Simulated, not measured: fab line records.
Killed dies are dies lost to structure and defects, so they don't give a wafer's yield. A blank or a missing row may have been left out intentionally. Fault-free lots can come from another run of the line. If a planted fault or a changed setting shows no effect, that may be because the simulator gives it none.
Which tool is to blame? -- flow nand-harc -- route of 1159 steps, sampled at 1 step: 12 lots, 36 wafers

WHAT THE GAUGES SHOWED, per wafer
NHARC_A_CONTACT_OVL_MEAS_43.
lot,measured,on,overlay-x-nm (nm)
L075,day 18 00:11,overlay-01,0.1 0.4 0.0
L077,day 18 11:06,overlay-02,-0.9 -1.1 -1.0
L078,day 18 22:04,overlay-02,0.5 0.4 0.8
L083,day 20 14:30,overlay-01,-1.2 -1.1 -1.3
L088,day 20 19:00,overlay-01,0.1 0.3 0.3
L085,day 20 23:40,overlay-02,1.0 1.2 1.2
L086,day 21 18:35,overlay-02,1.0 1.2 1.0
L089,day 22 01:08,overlay-01,0.5 0.6 0.5
L090,day 22 04:08,overlay-01,-0.8 -0.4 -0.5
L094,day 23 05:04,overlay-02,-0.1 -0.3 -0.3
L097,day 23 13:41,overlay-01,-0.1 0.1 -0.3
L095,day 24 00:04,overlay-02,0.1 -0.2 -0.2

WHICH TOOL RAN EACH LOT (tool, then ch and the chambers of the sampled wafers, then the start)
The record holds no process step before these readings.

THE ANSWER, worked out from the rows above alone
Rule: usual is defined by the lots themselves. The widest of any qualifying gaps counts: lots, ordered by their means at a reading, are off when they make up no more than a third of the lots, leave a main group of 4 or more, and stand apart from it by 3 or more times the standard deviation of that group's means. The tables above print the reading to a certain number of digits; a main group whose means all agree to those digits is not used. Also off: a lot with no number at a reading for which 4 or more lots have one. Where the step has rows for the other lots, those lots are counted as sound.
No lot is off on any of the readings shown, so nothing can be concluded from this.

WHAT HAD BEEN PUT IN BY THE SIMULATOR
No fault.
